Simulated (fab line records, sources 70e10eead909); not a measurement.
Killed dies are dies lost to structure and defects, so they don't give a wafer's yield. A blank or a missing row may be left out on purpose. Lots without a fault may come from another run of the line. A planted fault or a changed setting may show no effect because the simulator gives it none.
Chamber matching | flow nand_harc | NHARC_A_STAIRCASE_DEP_156 on pecvd-03: 3 sister chambers
The step deposits SiNx, target thk 50 nm. 14 wafers are shown with their chamber, then 7 later ones without.

WAFERS WITH THEIR CHAMBER
wafer  | chamber | heater_power_w (W)
L079.2 | 1       | 776
L079.3 | 2       | 721
L079.4 | 0       | 742
L081.1 | 1       | 749
L081.3 | 2       | 706
L081.5 | 1       | 744
L082.1 | 1       | 678
L082.3 | 2       | 862
L082.5 | 0       | 708
L089.1 | 1       | 623
L089.3 | 0       | 710
L089.6 | 0       | 738
L093.1 | 1       | 669
L093.5 | 1       | 674

SIGNATURES (means of the wafers above)
reading        | chamber 0 | chamber 1 | chamber 2 | scatter within a chamber
heater_power_w | 724.50    | 701.86    | 763.00    | 55.5
Rule: a wafer's distance from a chamber is the root of the sum, over the readings, of the square of ((its reading less the chamber's mean) divided by the reading's scatter). The wafer belongs to the nearest chamber; if the next one is less than 2 further off, it can't be placed. The scatter: the root of (the sum of the squares of (reading less its chamber's mean) over the shown wafers, divided by (wafers less chambers)).

WAFERS WITHOUT THEIR CHAMBER
wafer  | heater_power_w (W)
L093.6 | 791
L094.1 | 745
L094.2 | 806
L094.4 | 825
L095.1 | 851
L095.3 | 852
L095.4 | 831

WHICH CHAMBER EACH WENT THROUGH
wafer  | from the rows above          | in truth
L093.6 | can't be placed: 2 or 0 or 1 | 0
L094.1 | can't be placed: 2 or 0 or 1 | 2
L094.2 | can't be placed: 2 or 0 or 1 | 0
L094.4 | can't be placed: 2 or 0 or 1 | 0
L095.1 | can't be placed: 2 or 0 or 1 | 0
L095.3 | can't be placed: 2 or 0 or 1 | 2
L095.4 | can't be placed: 2 or 0 or 1 | 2
Placed correctly: 0 of 7. Can't be placed from these rows: 7 (the true chamber is among the candidates in 7). Placed wrongly: 0.
